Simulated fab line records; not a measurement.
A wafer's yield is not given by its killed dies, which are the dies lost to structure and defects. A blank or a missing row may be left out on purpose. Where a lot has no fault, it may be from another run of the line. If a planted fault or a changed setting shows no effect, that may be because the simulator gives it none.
Chamber matching / flow nandHarc / NHARC_P_M2_DEP_33 on pecvd-01 has 3 sister chambers
The step deposits SiCN, target thk 30 nm. 20 wafers are shown with their chamber, then 10 later ones without.

== WAFERS PAIRED WITH THEIR CHAMBERS ==
wafer=L075.2; chamber=1; heaterPowerW (W)=461; heaterPowerOuterW (W)=286
wafer=L075.4; chamber=0; heaterPowerW (W)=665; heaterPowerOuterW (W)=386
wafer=L075.6; chamber=2; heaterPowerW (W)=659; heaterPowerOuterW (W)=404
wafer=L081.1; chamber=1; heaterPowerW (W)=480; heaterPowerOuterW (W)=304
wafer=L081.3; chamber=0; heaterPowerW (W)=693; heaterPowerOuterW (W)=396
wafer=L081.6; chamber=1; heaterPowerW (W)=483; heaterPowerOuterW (W)=309
wafer=L080.1; chamber=1; heaterPowerW (W)=486; heaterPowerOuterW (W)=299
wafer=L080.2; chamber=2; heaterPowerW (W)=657; heaterPowerOuterW (W)=385
wafer=L080.3; chamber=0; heaterPowerW (W)=595; heaterPowerOuterW (W)=339
wafer=L084.1; chamber=1; heaterPowerW (W)=488; heaterPowerOuterW (W)=302
wafer=L084.3; chamber=0; heaterPowerW (W)=668; heaterPowerOuterW (W)=386
wafer=L084.6; chamber=2; heaterPowerW (W)=701; heaterPowerOuterW (W)=428
wafer=L085.1; chamber=1; heaterPowerW (W)=517; heaterPowerOuterW (W)=320
wafer=L085.2; chamber=2; heaterPowerW (W)=651; heaterPowerOuterW (W)=396
wafer=L085.6; chamber=2; heaterPowerW (W)=654; heaterPowerOuterW (W)=405
wafer=L088.1; chamber=0; heaterPowerW (W)=650; heaterPowerOuterW (W)=376
wafer=L088.3; chamber=2; heaterPowerW (W)=606; heaterPowerOuterW (W)=358
wafer=L088.5; chamber=1; heaterPowerW (W)=438; heaterPowerOuterW (W)=275
wafer=L087.3; chamber=2; heaterPowerW (W)=611; heaterPowerOuterW (W)=365
wafer=L087.5; chamber=1; heaterPowerW (W)=518; heaterPowerOuterW (W)=314

SIGNATURES (averages over the wafers above)
reading=heaterPowerW; chamber 0=654.20; chamber 1=483.88; chamber 2=648.43; scatter within a chamber=31.1
reading=heaterPowerOuterW; chamber 0=376.60; chamber 1=301.12; chamber 2=391.57; scatter within a chamber=20.3
Rule: for each reading, subtract the chamber's mean from the wafer's reading, divide by that reading's scatter and square the result; add these up over the readings and take the root, which gives the wafer's distance from the chamber. If the next closest chamber is less than 2 further off than the closest, the wafer can't be placed; otherwise it belongs to the closest. The scatter: take each reading less its chamber's mean, square it, sum over the shown wafers, divide by the number of wafers less the number of chambers, and take the root.

== WAFERS WITHOUT THEIR CHAMBER ==
wafer=L087.6; heaterPowerW (W)=680; heaterPowerOuterW (W)=398
wafer=L091.2; heaterPowerW (W)=663; heaterPowerOuterW (W)=395
wafer=L091.5; heaterPowerW (W)=499; heaterPowerOuterW (W)=305
wafer=L091.6; heaterPowerW (W)=672; heaterPowerOuterW (W)=388
wafer=L094.3; heaterPowerW (W)=745; heaterPowerOuterW (W)=436
wafer=L094.5; heaterPowerW (W)=546; heaterPowerOuterW (W)=356
wafer=L094.6; heaterPowerW (W)=729; heaterPowerOuterW (W)=427
wafer=L096.2; heaterPowerW (W)=738; heaterPowerOuterW (W)=449
wafer=L096.5; heaterPowerW (W)=658; heaterPowerOuterW (W)=392
wafer=L096.6; heaterPowerW (W)=487; heaterPowerOuterW (W)=299

== WHICH CHAMBER EACH ONE RAN IN ==
wafer=L087.6; from the rows above=can't be placed: 2 or 0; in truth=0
wafer=L091.2; from the rows above=can't be placed: 2 or 0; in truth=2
wafer=L091.5; from the rows above=1; in truth=1
wafer=L091.6; from the rows above=can't be placed: 2 or 0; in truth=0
wafer=L094.3; from the rows above=can't be placed: 2 or 0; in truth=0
wafer=L094.5; from the rows above=can't be placed: 1 or 0 or 2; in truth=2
wafer=L094.6; from the rows above=can't be placed: 2 or 0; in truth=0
wafer=L096.2; from the rows above=can't be placed: 2 or 0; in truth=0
wafer=L096.5; from the rows above=can't be placed: 2 or 0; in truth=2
wafer=L096.6; from the rows above=1; in truth=1
Correctly placed: 2 of 10. From these rows, 8 cannot be placed; in 8 the true chamber is one of the candidates. 0 placed wrongly.
